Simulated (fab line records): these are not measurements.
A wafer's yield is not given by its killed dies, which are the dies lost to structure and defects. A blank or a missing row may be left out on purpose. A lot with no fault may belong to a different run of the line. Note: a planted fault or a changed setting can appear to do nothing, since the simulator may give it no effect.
Chamber matching    flow n5Finfet    N5_BEOL_M5_CURE_80 on uvCure-01: 3 sister chambers
The step cures SiCOH lowk, time 120 s. 20 wafers are shown with their chamber, then 10 later ones without.

## EACH WAFER AND ITS CHAMBER
wafer   chamber  wafer_temp_C_max  lampPowerPct (%)
L077.3  1        371.0             52.34
L077.5  1        371.0             52.28
L077.6  1        371.4             52.26
L078.1  0        372.7             52.40
L078.4  0        371.7             52.23
L078.5  0        372.2             52.33
L079.1  2        371.1             52.37
L079.3  2        372.2             52.30
L079.5  2        371.2             52.30
L079.2  2        371.4             52.34
L079.4  2        371.5             52.33
L079.6  2        371.5             52.18
L081.1  2        371.0             52.36
L081.2  2        371.8             52.29
L081.3  2        371.0             52.36
L088.1  0        371.5             52.32
L088.4  0        371.7             52.26
L088.6  0        372.0             52.34
L088.2  0        371.8             52.28
L088.3  0        371.9             52.36

SIGNATURES (averages over the wafers above)
reading           chamber 0  chamber 1  chamber 2  scatter within a chamber
wafer_temp_C_max  371.938    371.133    371.411    0.372
lampPowerPct      52.3150    52.2933    52.3144    0.0555
Rule: for each reading, subtract the chamber's mean from the wafer's reading, divide by that reading's scatter and square the result; add these up over the readings and take the root, which gives the wafer's distance from the chamber. If the next closest chamber is less than 2 further off than the closest, the wafer can't be placed; otherwise it belongs to the closest. The scatter: the root of (the sum of the squares of (reading less its chamber's mean) over the shown wafers, divided by (wafers less chambers)).

## WAFERS WITHOUT THEIR CHAMBER
wafer   wafer_temp_C_max  lampPowerPct (%)
L088.5  372.3             52.29
L090.1  372.2             52.26
L090.2  372.1             52.27
L090.3  371.7             52.33
L093.1  371.1             52.32
L093.4  371.4             52.36
L093.6  371.3             52.32
L093.2  371.0             52.28
L093.3  371.5             52.36
L093.5  371.7             52.27

## WHICH CHAMBER EACH ONE RAN IN
wafer   from the rows above           in truth
L088.5  can't be placed: 0 or 2       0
L090.1  can't be placed: 0 or 2 or 1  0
L090.2  can't be placed: 0 or 2 or 1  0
L090.3  can't be placed: 0 or 2 or 1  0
L093.1  can't be placed: 1 or 2 or 0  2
L093.4  can't be placed: 2 or 1 or 0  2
L093.6  can't be placed: 2 or 1 or 0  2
L093.2  can't be placed: 1 or 2       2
L093.3  can't be placed: 2 or 0 or 1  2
L093.5  can't be placed: 0 or 2 or 1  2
Correct placement for 0 of the 10. Can't be placed from these rows: 10 (the true chamber is among the candidates in 10). Number placed wrongly: 0.
